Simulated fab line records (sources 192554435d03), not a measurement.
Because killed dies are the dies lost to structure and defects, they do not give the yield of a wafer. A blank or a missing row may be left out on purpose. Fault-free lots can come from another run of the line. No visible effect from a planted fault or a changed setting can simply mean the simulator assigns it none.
fab line records    flow n5_finfet
[record] lots = 24  wafers = 72  last_day = 17
route steps=1938 shown MOL_CONTACT_COAG@546 BEOL_M0_SAQP@652
lots that met no fault: taken from a fault-free run of the same line
start_h: hours from the record's first day to the start of the lot's first wafer shown    wait_h: hours from the lot's prior step to this one    " identical to the entry in the row above    L1.1+2: several wafers, shown together as one row    - value missing, or start not given    * or withheld: withheld    < > ~ a bound
route shown NAME@n: NAME is a module with steps in the file, n the number in the route of the first one    usual: the fault-free wafers' mean and standard deviation    same: alike in all rows    chamber/n: place in a boat    sites: the reading at each site    _std_site: the values' standard deviation    _edge_site: mean of outer sites minus mean of inner sites    radius_mm: how far each site lies from the wafer's centre    mask NAME#n: copy n    behind: the tool/chamber that last shaped the wafer    hold: why the lot was held/for how many hours/how that ended    device: whichever transistor did not switch (one of n, p or np)    end of line: the same wafers' tests at the end of the route    a step without rows: its recipe alone    killed: count of dies lost to structure and defects at first sort (not the wafer's yield)    map: per-die view of a wafer (x killed, . not killed, _ where there is no die)
set.NAME: the setting the step ran with; set.NAME@STEP: the setting that earlier step ran with    model.NAME: the simulator's own value behind a step, which no gauge read
steps of the route over a sample of lots; a table a step, a row a wafer
services: a tool's chamber out of use, with start hour (start_h, from the record's first day; less than 0 if before it), hours out, and reason
[[steps]]
[step N5_MOL_CONTACT_COAG_PRE_CLEAN_141]
[recipe] gas = H2/He  time_s = 60  temp_c = 300
[usual] heater_power_w = 453/32
lot.wafer  tool            chamber  start_h  wait_h  heater_power_w
L074.2     pvd_sputter-01  -        92.56    1.0     443
L074.4     "               -        "        "       469
L074.5     "               -        "        "       463
L075.1     pvd_sputter-02  -        95.91    1.8     535
L075.2     "               -        "        "       491
L075.5     "               -        "        "       422
L076.3     pvd_sputter-02  -        100.63   0.2     527
L076.5     "               -        "        "       494
L076.6     "               -        "        "       425
L077.2     pvd_sputter-02  -        111.39   0.7     506
L077.3     "               -        "        "       436
L077.4     "               -        "        "       417
L078.2     pvd_sputter-02  -        115.51   1.0     435
L078.3     "               -        "        "       507
L078.4     "               -        "        "       478
L079.2     pvd_sputter-01  -        122.81   0.7     471
L079.3     "               -        "        "       455
L079.6     "               -        "        "       503
L080.3     pvd_sputter-03  -        129.41   0.5     430
L080.4     "               -        "        "       443
L080.6     "               -        "        "       400
L081.3     pvd_sputter-01  -        132.48   1.2     443
L081.4     "               -        "        "       487
L081.6     "               -        "        "       494
L082.1     pvd_sputter-03  -        138.73   0.5     433
L082.2     "               -        "        "       406
L082.3     "               -        "        "       429
L083.2     pvd_sputter-01  -        142.28   0.4     442
L083.5     "               -        "        "       498
L083.6     "               -        "        "       447
L084.2     pvd_sputter-03  -        150.79   1.6     405
L084.3     "               -        "        "       425
L084.4     "               -        "        "       434
L085.1     pvd_sputter-03  -        158.89   0.8     440
L085.4     "               -        "        "       408
L085.5     "               -        "        "       444
L086.1     pvd_sputter-03  -        169.35   3.2     419
L086.2     "               -        "        "       396
L086.6     "               -        "        "       431
L088.2     pvd_sputter-01  -        176.80   1.9     467
L088.5     "               -        "        "       485
L088.6     "               -        "        "       467
L087.1     pvd_sputter-02  -        177.46   1.5     431
L087.2     "               -        "        "       533
L087.4     "               -        "        "       434
L089.1     pvd_sputter-03  -        189.08   0.9     405
L089.4     "               -        "        "       428
L089.6     "               -        "        "       404
L090.1     pvd_sputter-03  -        195.14   0.6     436
L090.3     "               -        "        "       408
L090.5     "               -        "        "       418
L091.2     pvd_sputter-03  -        199.98   0.9     429
L091.4     "               -        "        "       404
L091.6     "               -        "        "       449
L092.2     pvd_sputter-01  -        203.28   0.5     476
L092.4     "               -        "        "       466
L092.6     "               -        "        "       478
L093.2     pvd_sputter-02  -        208.54   2.8     416
L093.3     "               -        "        "       474
L093.5     "               -        "        "       421
L094.1     pvd_sputter-01  -        214.15   0.2     498
L094.5     "               -        "        "       454
L094.6     "               -        "        "       497
L095.1     pvd_sputter-02  -        217.56   0.7     429
L095.2     "               -        "        "       520
L095.5     "               -        "        "       432
L096.2     pvd_sputter-02  -        229.81   1.8     510
L096.4     "               -        "        "       428
L096.6     "               -        "        "       429
L097.3     pvd_sputter-01  -        232.00   1.6     471
L097.5     "               -        "        "       461
L097.6     "               -        "        "       467
[step N5_MOL_CONTACT_COAG_ALD_123]
[recipe] material = SiNx  target_thk_a = 50  temp_c = 400  ald_precursor_family = SiH2I2  ald_co_reactant = N2/H2-plasma  pulse_time_s = 1  purge_time_s = 2  co_reactant_purge_time_s = 2  ald_cycles = 100  pressure_torr = 2
[usual] heater_power_w = 870/69  precursor_pulse_height_rel = 1.003/0.02
lot.wafer  tool        chamber  start_h  wait_h  heater_power_w  precursor_pulse_height_rel
L074.2     ald_sin-04  0        100.31   1.4     1037            1.039
L074.4     "           3        "        "       973             1.005
L074.5     "           0        "        "       1053            0.976
L075.1     ald_sin-04  3        102.86   0.0     955             0.997
L075.2     "           1        "        "       819             1.021
L075.5     "           2        "        "       925             1.024
L076.3     ald_sin-03  1        106.44   0.2     799             0.975
L076.5     "           2        "        "       879             0.983
L076.6     "           3        "        "       819             0.992
L077.2     ald_sin-03  1        117.58   0.0     843             1.018
L077.3     "           3        "        "       814             1.004
L077.4     "           0        "        "       856             0.993
L078.2     ald_sin-02  1        124.37   0.0     755             1.002
L078.3     "           0        "        "       883             0.984
L078.4     "           3        "        "       831             1.008
L079.2     ald_sin-04  3        128.53   0.3     926             1.011
L079.3     "           1        "        "       829             0.974
L079.6     "           2        "        "       924             1.015
L080.3     ald_sin-03  1        135.60   0.0     823             1.010
L080.4     "           2        "        "       873             0.996
L080.6     "           0        "        "       834             0.974
L081.3     ald_sin-03  0        140.86   0.0     884             1.058
L081.4     "           1        "        "       828             0.992
L081.6     "           0        "        "       853             1.021
L082.1     ald_sin-02  3        144.53   0.0     825             1.005
L082.2     "           2        "        "       886             0.994
L082.3     "           1        "        "       744             1.040
L083.2     ald_sin-02  1        148.05   0.0     767             1.014
L083.5     "           0        "        "       874             0.981
L083.6     "           3        "        "       838             0.998
L084.2     ald_sin-04  1        156.56   0.0     792             0.991
L084.3     "           0        "        "       1014            0.971
L084.4     "           0        "        "       1039            0.953
L085.1     ald_sin-04  0        165.41   0.0     1063            0.973
L085.4     "           2        "        "       922             0.986
L085.5     "           3        "        "       967             1.023
L086.1     ald_sin-04  0        176.06   0.0     1048            0.990
L086.2     "           1        "        "       798             1.002
L086.6     "           2        "        "       924             0.983
L088.2     ald_sin-02  2        183.91   0.9     901             0.989
L088.5     "           0        "        "       875             1.030
L088.6     "           3        "        "       834             1.001
L087.1     ald_sin-03  1        184.68   1.1     817             1.018
L087.2     "           3        "        "       796             0.987
L087.4     "           0        "        "       851             0.982
L089.1     ald_sin-03  3        196.24   0.0     807             1.004
L089.4     "           1        "        "       805             1.006
L089.6     "           1        "        "       813             0.974
L090.1     ald_sin-03  2        202.48   0.0     861             0.987
L090.3     "           3        "        "       825             1.032
L090.5     "           3        "        "       809             0.995
L091.2     ald_sin-02  2        206.07   0.0     869             1.007
L091.4     "           1        "        "       762             1.022
L091.6     "           0        "        "       877             1.008
L092.2     ald_sin-04  0        212.76   0.0     1029            0.990
L092.4     "           2        "        "       854             1.017
L092.6     "           1        "        "       843             1.027
L093.2     ald_sin-04  0        216.07   0.3     1020            1.008
L093.3     "           3        "        "       913             1.034
L093.5     "           3        "        "       946             0.996
L094.1     ald_sin-02  0        220.23   0.0     858             1.001
L094.5     "           3        "        "       821             0.990
L094.6     "           0        "        "       886             0.961
L095.1     ald_sin-02  3        223.99   0.0     829             0.979
L095.2     "           0        "        "       860             1.019
L095.5     "           3        "        "       845             1.009
L096.2     ald_sin-03  2        235.36   0.1     886             1.000
L096.4     "           0        "        "       877             0.961
L096.6     "           2        "        "       884             1.013
L097.3     ald_sin-02  0        238.53   0.1     884             1.001
L097.5     "           2        "        "       874             0.962
L097.6     "           0        "        "       868             1.001
[step N5_MOL_CONTACT_COAG_OVL_MEAS_85]
[recipe] points_per_wafer = 522
[usual] VG_OVL = -0.2/0.69
lot.wafer  tool        chamber  start_h  wait_h  VG_OVL[nm]
L074.2     overlay-02  0        101.33   0.0     -1.2
L074.4     "           0        "        "       -1.4
L074.5     "           0        "        "       -0.6
L075.1     overlay-01  0        103.86   0.0     0.5
L075.2     "           0        "        "       0.8
L075.5     "           0        "        "       -0.3
L076.3     overlay-02  0        107.32   0.0     0.2
L076.5     "           0        "        "       0.3
L076.6     "           0        "        "       0.8
L077.2     overlay-02  0        118.59   0.0     -0.1
L077.3     "           0        "        "       -1.0
L077.4     "           0        "        "       -0.2
L078.2     overlay-01  0        125.37   0.0     0.2
L078.3     "           0        "        "       0.4
L078.4     "           0        "        "       1.0
L079.2     overlay-02  0        129.43   0.0     -0.1
L079.3     "           0        "        "       -1.1
L079.6     "           0        "        "       -0.7
L080.3     overlay-02  0        136.48   0.0     -0.8
L080.4     "           0        "        "       0.1
L080.6     "           0        "        "       0.0
L081.3     overlay-01  0        141.87   0.0     0.4
L081.4     "           0        "        "       -0.2
L081.6     "           0        "        "       -0.3
L082.1     overlay-01  0        145.53   0.0     -0.2
L082.2     "           0        "        "       0.3
L082.3     "           0        "        "       -0.4
L083.2     overlay-02  0        148.94   0.0     0.1
L083.5     "           0        "        "       -0.3
L083.6     "           0        "        "       -0.2
L084.2     overlay-01  0        157.44   0.0     -0.2
L084.3     "           0        "        "       -0.5
L084.4     "           0        "        "       -0.3
L085.1     overlay-01  0        166.41   0.0     -0.5
L085.4     "           0        "        "       -0.7
L085.5     "           0        "        "       0.0
L086.1     overlay-01  0        176.94   0.0     -0.6
L086.2     "           0        "        "       -0.2
L086.6     "           0        "        "       0.1
L088.2     overlay-02  0        184.83   0.1     -0.3
L088.5     "           0        "        "       0.1
L088.6     "           0        "        "       -0.3
L087.1     overlay-02  0        185.67   0.0     -1.0
L087.2     "           0        "        "       -0.8
L087.4     "           0        "        "       -1.0
L089.1     overlay-02  0        197.24   0.0     -0.1
L089.4     "           0        "        "       -1.0
L089.6     "           0        "        "       -0.9
L090.1     overlay-02  0        203.37   0.0     0.2
L090.3     "           0        "        "       -0.3
L090.5     "           0        "        "       0.0
L091.2     overlay-02  0        206.95   0.0     0.2
L091.4     "           0        "        "       0.3
L091.6     "           0        "        "       -0.5
L092.2     overlay-02  0        213.65   0.0     -0.4
L092.4     "           0        "        "       -0.7
L092.6     "           0        "        "       -1.7
L093.2     overlay-02  0        217.08   0.0     1.6
L093.3     "           0        "        "       1.4
L093.5     "           0        "        "       1.7
L094.1     overlay-02  0        221.13   0.0     1.2
L094.5     "           0        "        "       -0.3
L094.6     "           0        "        "       1.4
L095.1     overlay-02  0        224.87   0.0     0.2
L095.2     "           0        "        "       -1.3
L095.5     "           0        "        "       0.2
L096.2     overlay-01  0        236.23   0.0     -1.4
L096.4     "           0        "        "       -0.5
L096.6     "           0        "        "       -1.1
L097.3     overlay-01  0        239.41   0.0     -0.6
L097.5     "           0        "        "       0.1
L097.6     "           0        "        "       -1.1
[step N5_MOL_CONTACT_COAG_CD_MEAS_137]
[recipe] target_cd_nm = 16
[usual] cd_nm = 15.7/0.41
lot.wafer  tool       chamber  start_h  wait_h  cd_nm
L074.2     cd_sem-03  -        102.22   0.0     16.1
L074.4     "          -        "        "       15.6
L074.5     "          -        "        "       15.3
L075.1     cd_sem-03  -        104.79   0.0     15.2
L075.2     "          -        "        "       15.6
L075.5     "          -        "        "       15.1
L076.3     cd_sem-03  -        108.65   0.0     15.3
L076.5     "          -        "        "       16.4
L076.6     "          -        "        "       16.3
L077.2     cd_sem-01  -        119.69   0.0     15.6
L077.3     "          -        "        "       15.5
L077.4     "          -        "        "       16.0
L078.2     cd_sem-03  -        126.67   0.0     15.5
L078.3     "          -        "        "       16.2
L078.4     "          -        "        "       15.8
L079.2     cd_sem-03  -        130.32   0.0     15.4
L079.3     "          -        "        "       15.3
L079.6     "          -        "        "       16.0
L080.3     cd_sem-01  -        137.37   0.0     15.9
L080.4     "          -        "        "       15.4
L080.6     "          -        "        "       15.5
L081.3     cd_sem-01  -        143.08   0.0     15.7
L081.4     "          -        "        "       16.0
L081.6     "          -        "        "       16.4
L082.1     cd_sem-01  -        146.69   0.0     14.9
L082.2     "          -        "        "       16.0
L082.3     "          -        "        "       16.8
L083.2     cd_sem-03  -        149.83   0.0     16.5
L083.5     "          -        "        "       15.9
L083.6     "          -        "        "       16.5
L084.2     cd_sem-02  -        158.70   0.0     15.9
L084.3     "          -        "        "       15.8
L084.4     "          -        "        "       15.4
L085.1     cd_sem-03  -        167.31   0.0     16.1
L085.4     "          -        "        "       15.9
L085.5     "          -        "        "       16.1
L086.1     cd_sem-03  -        177.96   0.0     15.4
L086.2     "          -        "        "       15.8
L086.6     "          -        "        "       15.9
L088.2     cd_sem-03  -        186.13   0.0     15.5
L088.5     "          -        "        "       15.1
L088.6     "          -        "        "       15.6
L087.1     cd_sem-01  -        186.57   0.0     15.7
L087.2     "          -        "        "       15.3
L087.4     "          -        "        "       15.1
L089.1     cd_sem-03  -        198.14   0.0     15.9
L089.4     "          -        "        "       15.8
L089.6     "          -        "        "       15.6
L090.1     cd_sem-03  -        204.35   0.0     16.0
L090.3     "          -        "        "       15.0
L090.5     "          -        "        "       15.4
L091.2     cd_sem-03  -        208.08   0.0     16.0
L091.4     "          -        "        "       15.3
L091.6     "          -        "        "       16.1
L092.2     cd_sem-01  -        214.55   0.0     15.5
L092.4     "          -        "        "       15.4
L092.6     "          -        "        "       16.0
L093.2     cd_sem-02  -        218.31   0.0     15.9
L093.3     "          -        "        "       15.6
L093.5     "          -        "        "       15.8
L094.1     cd_sem-02  -        222.03   0.0     15.9
L094.5     "          -        "        "       16.4
L094.6     "          -        "        "       16.5
L095.1     cd_sem-02  -        225.93   0.0     15.9
L095.2     "          -        "        "       15.8
L095.5     "          -        "        "       16.0
L096.2     cd_sem-03  -        237.13   0.0     14.9
L096.4     "          -        "        "       15.7
L096.6     "          -        "        "       16.0
L097.3     cd_sem-03  -        240.49   0.0     15.2
L097.5     "          -        "        "       15.8
L097.6     "          -        "        "       15.5
[step N5_MOL_CONTACT_COAG_CD_MEAS_101]
[recipe] target_cd_nm = 16
[usual] cd_nm = 16.0/0.4
lot.wafer  tool       chamber  start_h  wait_h  cd_nm
L074.2     cd_sem-01  -        103.93   0.0     16.6
L074.4     "          -        "        "       16.3
L074.5     "          -        "        "       15.4
L075.1     cd_sem-01  -        106.59   0.0     15.8
L075.2     "          -        "        "       16.3
L075.5     "          -        "        "       16.1
L076.3     cd_sem-03  -        110.22   0.0     15.7
L076.5     "          -        "        "       15.5
L076.6     "          -        "        "       15.8
L077.2     cd_sem-03  -        120.96   0.0     16.2
L077.3     "          -        "        "       16.1
L077.4     "          -        "        "       15.7
L078.2     cd_sem-01  -        128.69   0.0     15.7
L078.3     "          -        "        "       15.9
L078.4     "          -        "        "       16.5
L079.2     cd_sem-03  -        131.59   0.0     15.3
L079.3     "          -        "        "       15.7
L079.6     "          -        "        "       16.2
L080.3     cd_sem-02  -        138.84   0.0     16.5
L080.4     "          -        "        "       16.2
L080.6     "          -        "        "       16.5
L081.3     cd_sem-01  -        145.11   0.0     15.8
L081.4     "          -        "        "       15.6
L081.6     "          -        "        "       15.4
L082.1     cd_sem-03  -        147.96   0.0     16.0
L082.2     "          -        "        "       16.7
L082.3     "          -        "        "       15.9
L083.2     cd_sem-03  -        151.22   0.0     15.8
L083.5     "          -        "        "       16.1
L083.6     "          -        "        "       16.5
L084.2     cd_sem-01  -        160.27   0.0     15.7
L084.3     "          -        "        "       16.3
L084.4     "          -        "        "       16.0
L085.1     cd_sem-03  -        168.87   0.0     16.4
L085.4     "          -        "        "       15.2
L085.5     "          -        "        "       15.7
L086.1     cd_sem-01  -        179.33   0.0     15.2
L086.2     "          -        "        "       15.8
L086.6     "          -        "        "       15.9
L088.2     cd_sem-03  -        188.05   0.0     15.9
L088.5     "          -        "        "       15.7
L088.6     "          -        "        "       15.6
L087.1     cd_sem-03  -        188.21   0.0     15.5
L087.2     "          -        "        "       16.5
L087.4     "          -        "        "       16.8
L089.1     cd_sem-02  -        199.63   0.0     15.8
L089.4     "          -        "        "       16.1
L089.6     "          -        "        "       15.8
L090.1     cd_sem-02  -        205.77   0.0     16.1
L090.3     "          -        "        "       15.7
L090.5     "          -        "        "       16.4
L091.2     cd_sem-01  -        209.34   0.0     15.5
L091.4     "          -        "        "       15.5
L091.6     "          -        "        "       16.6
L092.2     cd_sem-03  -        216.11   0.0     16.5
L092.4     "          -        "        "       16.1
L092.6     "          -        "        "       15.9
L093.2     cd_sem-02  -        219.58   0.0     15.5
L093.3     "          -        "        "       16.5
L093.5     "          -        "        "       16.0
L094.1     cd_sem-01  -        223.43   0.0     16.5
L094.5     "          -        "        "       16.6
L094.6     "          -        "        "       16.3
L095.1     cd_sem-03  -        227.43   0.0     16.6
L095.2     "          -        "        "       15.7
L095.5     "          -        "        "       16.5
L096.2     cd_sem-02  -        238.39   0.0     16.2
L096.4     "          -        "        "       15.5
L096.6     "          -        "        "       15.7
L097.3     cd_sem-01  -        242.04   0.0     15.7
L097.5     "          -        "        "       15.9
L097.6     "          -        "        "       16.1
[step N5_BEOL_M0_SAQP_DESCUM_19]
[recipe] chemistry = O2  time_s = 7.9  source_power_w = 50  bias_power_w = 20  pressure_mtorr = 20  rf_frequency_hz = 2.712e+07  temp_c = 40  resist = CAR-ArF  o2_flow_sccm = 225
[usual] chamber_pressure_mTorr = 20.000/0.016  drypump_motor_current_A = 5.9/0.43  o2_flow_sccm = 224.9/0.71  oes_product_au = 0.80/0.098  rf_vpp_V = 243.2/1.3  showerhead_plenum_p_Torr = 2.10/0.071  temp_c = 40.00/0.13  throttle_valve_pct = 20.44/0.24
lot.wafer  tool         chamber  start_h  wait_h  chamber_pressure_mTorr  drypump_motor_current_A  o2_flow_sccm  oes_product_au  rf_hours_counter_h  rf_vpp_V  showerhead_plenum_p_Torr  temp_c  throttle_valve_pct
L074.2     rie_diel-06  2        111.71   0.3     19.998                  5.4                      225.1         0.77            139                 243.2     2.10                      39.82   20.68
L074.4     "            3        "        "       19.988                  5.4                      224.6         0.95            13                  247.2     2.24                      40.06   20.22
L074.5     "            1        "        "       20.013                  5.5                      224.8         0.70            -                   242.5     2.06                      39.95   20.47
L075.1     rie_diel-03  0        115.01   0.2     19.982                  6.2                      224.7         0.69            237                 243.0     2.06                      39.83   20.33
L075.2     "            1        "        "       19.994                  5.7                      224.7         0.77            152                 242.1     2.00                      40.15   20.61
L075.5     "            3        "        "       20.021                  5.7                      225.5         0.70            -                   243.9     2.17                      40.11   20.62
L076.3     rie_diel-03  0        116.49   0.2     20.001                  6.2                      224.7         0.70            237                 241.7     2.06                      40.09   20.35
L076.5     "            1        "        "       20.011                  5.7                      224.3         0.77            -                   241.9     2.00                      39.88   20.64
L076.6     "            0        "        "       19.966                  6.2                      225.4         0.70            -                   243.6     2.06                      40.24   20.32
L077.2     rie_diel-03  1        126.16   0.0     20.025                  5.7                      225.2         0.76            155                 240.8     2.00                      40.09   20.63
L077.3     "            0        "        "       19.997                  6.2                      224.5         0.69            240                 243.1     2.06                      39.89   20.33
L077.4     "            3        "        "       20.012                  5.7                      224.5         0.70            196                 244.4     2.17                      39.97   20.62
L078.2     rie_diel-06  3        134.23   0.0     19.968                  5.4                      225.0         0.94            20                  245.5     2.24                      39.87   20.23
L078.3     "            0        "        "       20.010                  6.0                      223.7         0.85            64                  244.5     2.14                      40.06   20.68
L078.4     "            0        "        "       20.028                  6.0                      224.4         0.86            -                   242.8     2.14                      40.01   20.69
L079.2     rie_diel-03  0        139.13   0.0     20.008                  6.2                      226.2         0.69            244                 242.2     2.06                      40.02   20.36
L079.3     "            3        "        "       20.002                  5.7                      223.7         0.70            199                 244.8     2.17                      40.13   20.63
L079.6     "            3        "        "       19.998                  5.7                      225.1         0.70            -                   244.8     2.17                      40.13   20.64
L080.3     rie_diel-06  0        145.55   0.0     20.015                  6.1                      225.0         0.85            68                  243.2     2.14                      40.06   20.71
L080.4     "            2        "        "       20.005                  5.3                      225.2         0.76            -                   243.4     2.09                      39.88   20.70
L080.6     "            0        "        "       20.000                  6.1                      224.5         0.84            -                   241.9     2.14                      40.14   20.70
L081.3     rie_diel-03  1        152.07   0.1     19.987                  5.7                      224.3         0.77            164                 242.7     1.99                      40.02   20.64
L081.4     "            3        "        "       19.954                  5.7                      223.9         0.69            -                   243.9     2.17                      39.87   20.63
L081.6     "            1        "        "       20.018                  5.7                      225.0         0.77            -                   241.4     1.99                      40.02   20.64
L082.1     rie_diel-03  0        153.41   0.0     19.979                  6.2                      225.9         0.69            250                 242.2     2.05                      40.14   20.34
L082.2     "            3        "        "       19.988                  5.7                      225.3         0.69            205                 244.9     2.17                      39.95   20.64
L082.3     "            1        "        "       20.002                  5.7                      225.6         0.77            165                 242.2     1.99                      39.95   20.65
L083.2     rie_diel-02  1        158.29   0.0     20.009                  6.7                      225.7         0.81            84                  243.5     2.12                      40.01   20.20
L083.5     "            2        "        "       20.029                  6.1                      223.4         0.68            -                   243.4     2.06                      40.09   20.82
L083.6     "            3        "        "       19.990                  5.3                      224.5         0.87            -                   244.0     2.04                      40.16   20.15
L084.2     rie_diel-03  2        166.52   0.0     19.993                  6.6                      225.9         0.98            6                   243.7     2.16                      39.89   20.20
L084.3     "            3        "        "       20.011                  5.7                      224.8         0.70            211                 244.4     2.16                      40.00   20.64
L084.4     "            3        "        "       19.968                  5.7                      224.7         0.70            -                   242.6     2.16                      39.89   20.64
L085.1     rie_diel-06  1        174.50   0.0     20.005                  5.5                      225.5         0.95            8                   243.1     2.05                      40.13   20.19
L085.4     "            2        "        "       20.011                  5.4                      225.4         0.74            160                 243.8     2.09                      39.79   20.71
L085.5     "            2        "        "       20.021                  5.4                      225.6         0.74            -                   243.5     2.09                      39.84   20.68
L086.1     rie_diel-03  0        186.64   0.3     20.013                  6.2                      225.2         0.99            4                   243.2     2.05                      39.86   19.89
L086.2     "            2        "        "       19.996                  6.6                      226.5         0.96            12                  244.0     2.15                      40.16   20.21
L086.6     "            0        "        "       20.001                  6.2                      225.0         0.99            -                   243.3     2.05                      40.03   19.88
L088.2     rie_diel-06  0        194.10   0.0     19.992                  6.0                      225.2         0.83            84                  242.6     2.14                      39.87   20.70
L088.5     "            3        "        "       20.004                  5.4                      225.2         0.90            -                   244.0     2.23                      40.18   20.25
L088.6     "            0        "        "       19.988                  6.0                      223.9         0.83            -                   244.1     2.14                      39.80   20.71
L087.1     rie_diel-02  2        197.36   0.0     19.997                  6.1                      226.0         1.00            1                   242.1     2.05                      40.07   20.34
L087.2     "            3        "        "       19.997                  5.2                      224.8         0.84            58                  241.0     2.03                      39.91   20.20
L087.4     "            1        "        "       20.020                  6.6                      223.7         0.79            98                  243.6     2.12                      39.86   20.21
L089.1     rie_diel-02  0        205.39   0.0     20.046                  6.3                      224.3         0.69            219                 244.0     2.16                      39.93   20.23
L089.4     "            1        "        "       20.018                  6.6                      223.8         0.79            100                 242.6     2.12                      40.10   20.23
L089.6     "            3        "        "       19.992                  5.3                      223.8         0.83            -                   243.8     2.03                      40.00   20.18
L090.1     rie_diel-02  3        211.23   0.0     19.992                  5.3                      224.6         0.84            61                  241.7     2.03                      40.01   20.21
L090.3     "            2        "        "       20.000                  6.1                      226.0         0.98            5                   241.9     2.05                      39.73   20.34
L090.5     "            2        "        "       19.988                  6.1                      224.5         0.98            -                   243.7     2.05                      39.81   20.33
L091.2     rie_diel-06  0        214.58   0.0     20.012                  6.1                      224.6         0.83            89                  243.7     2.13                      40.04   20.73
L091.4     "            3        "        "       20.005                  5.4                      225.1         0.89            45                  245.0     2.23                      39.97   20.26
L091.6     "            3        "        "       19.991                  5.4                      224.2         0.89            -                   244.9     2.23                      40.01   20.26
L092.2     rie_diel-03  1        222.36   0.6     19.992                  5.6                      225.7         0.74            189                 241.9     1.99                      39.91   20.67
L092.4     "            2        "        "       20.015                  6.6                      224.8         0.92            25                  243.8     2.15                      39.86   20.23
L092.6     "            3        "        "       20.020                  5.7                      225.2         0.68            -                   244.9     2.16                      39.99   20.68
L093.2     rie_diel-06  3        226.48   0.0     19.976                  5.4                      224.9         0.89            50                  245.7     2.23                      39.99   20.28
L093.3     "            2        "        "       19.986                  5.4                      225.6         0.74            176                 243.1     2.08                      39.96   20.73
L093.5     "            0        "        "       20.007                  6.0                      225.4         0.83            -                   243.1     2.13                      40.05   20.74
L094.1     rie_diel-02  1        228.48   0.0     20.016                  6.6                      225.5         0.79            107                 242.8     2.12                      39.78   20.24
L094.5     "            3        "        "       19.997                  5.2                      225.9         0.83            -                   241.4     2.03                      40.14   20.22
L094.6     "            0        "        "       20.013                  6.2                      225.4         0.69            -                   242.4     2.16                      39.89   20.24
L095.1     rie_diel-03  3        233.04   0.0     19.997                  5.7                      223.1         0.68            232                 245.3     2.16                      39.99   20.69
L095.2     "            1        "        "       19.979                  5.7                      223.6         0.75            191                 240.9     1.98                      40.04   20.69
L095.5     "            0        "        "       19.983                  6.2                      224.0         0.94            -                   242.3     2.05                      39.87   19.90
L096.2     rie_diel-02  1        244.47   0.0     20.004                  6.6                      225.5         0.79            112                 240.9     2.11                      40.03   20.24
L096.4     "            0        "        "       20.026                  6.3                      225.4         0.69            232                 242.6     2.16                      39.92   20.27
L096.6     "            3        "        "       20.012                  5.3                      225.5         0.82            -                   242.4     2.03                      39.75   20.21
L097.3     rie_diel-06  2        249.01   0.0     20.029                  5.4                      224.2         0.74            182                 242.0     2.08                      40.10   20.76
L097.5     "            2        "        "       20.011                  5.4                      224.5         0.74            -                   243.5     2.08                      40.07   20.73
L097.6     "            1        "        "       19.999                  5.5                      225.6         0.93            -                   241.4     2.04                      40.21   20.23
[[services]]
tool            chamber  start_h  hours  kind
ald_sin-02      -        87.31    14.0   pm
ald_sin-02      0        87.31    14.0   vent_cycle
ald_sin-02      1        87.31    14.0   vent_cycle
ald_sin-02      2        87.31    14.0   vent_cycle
ald_sin-02      3        87.31    14.0   vent_cycle
rie_diel-03     3        88.50    7.6    repair
ald_sin-02      0        101.31   -      clean
ald_sin-02      1        101.31   -      clean
ald_sin-02      2        101.31   -      clean
pvd_sputter-01  -        113.29   2.6    repair
pvd_sputter-01  -        116.88   4.3    repair
rie_diel-03     2        135.89   -      clean
rie_diel-03     2        135.89   -      consumable_replace:focus_ring
rie_diel-03     2        135.89   17.7   scheduled_down
rie_diel-03     2        135.89   17.7   vent_cycle
ald_sin-03      -        141.99   6.1    pm
rie_diel-02     -        142.37   0.3    repair
rie_diel-03     0        154.19   -      clean
rie_diel-03     0        154.19   -      consumable_replace:focus_ring
rie_diel-03     0        154.19   17.6   scheduled_down
rie_diel-03     0        154.19   17.6   vent_cycle
ald_sin-03      1        165.87   3.7    repair
ald_sin-04      -        176.76   14.0   pm
ald_sin-02      1        226.46   17.7   repair
[[key]]
fault none
